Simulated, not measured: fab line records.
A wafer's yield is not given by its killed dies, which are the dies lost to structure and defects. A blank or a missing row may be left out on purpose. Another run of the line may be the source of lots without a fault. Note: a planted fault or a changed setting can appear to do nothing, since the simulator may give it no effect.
Matching of chambers / flow n5_finfet / N5_BEOL_M7_ALD_77 on ald_metal-04: 4 sister chambers
The step deposits TaN, target thk 2 nm, pulse time 2 s, purge time 3 s. 4 wafers are shown with their chamber, then 11 later ones without.

## WAFERS PAIRED WITH THEIR CHAMBERS
wafer=L084.1; chamber=0; heater_power_w (W)=340
wafer=L084.5; chamber=2; heater_power_w (W)=434
wafer=L084.6; chamber=1; heater_power_w (W)=441
wafer=L086.1; chamber=3; heater_power_w (W)=392

## WAFERS WITHOUT THEIR CHAMBER
wafer=L086.2; heater_power_w (W)=416
wafer=L086.4; heater_power_w (W)=351
wafer=L089.1; heater_power_w (W)=394
wafer=L089.3; heater_power_w (W)=430
wafer=L089.4; heater_power_w (W)=433
wafer=L091.1; heater_power_w (W)=346
wafer=L091.2; heater_power_w (W)=433
wafer=L091.4; heater_power_w (W)=443
wafer=L096.1; heater_power_w (W)=421
wafer=L096.5; heater_power_w (W)=335
wafer=L096.6; heater_power_w (W)=360

## EACH ONE'S CHAMBER
wafer=L086.2; from the rows above=can't be placed: 2 or 3 or 1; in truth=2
wafer=L086.4; from the rows above=0; in truth=0
wafer=L089.1; from the rows above=3; in truth=3
wafer=L089.3; from the rows above=can't be placed: 2 or 1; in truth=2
wafer=L089.4; from the rows above=can't be placed: 2 or 1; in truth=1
wafer=L091.1; from the rows above=0; in truth=0
wafer=L091.2; from the rows above=can't be placed: 2 or 1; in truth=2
wafer=L091.4; from the rows above=can't be placed: 1 or 2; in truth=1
wafer=L096.1; from the rows above=can't be placed: 2 or 1 or 3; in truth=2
wafer=L096.5; from the rows above=0; in truth=0
wafer=L096.6; from the rows above=can't be placed: 0 or 3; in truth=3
4 of 11 placed correctly. From these rows, 7 cannot be placed; in 7 the true chamber is one of the candidates. Wrongly placed: 0.
How it was worked out, from the rows above alone: a wafer's distance from a chamber is the root of the sum, over the readings, of the square of ((its reading less the chamber's mean) divided by the reading's scatter). The wafer belongs to the nearest chamber; if the next one is less than 2 further off, it can't be placed. A chamber's mean is the mean of its shown wafers. The scatter: root of mean squared gap, hidden wafer to nearest shown wafer, with one shown wafer a chamber.
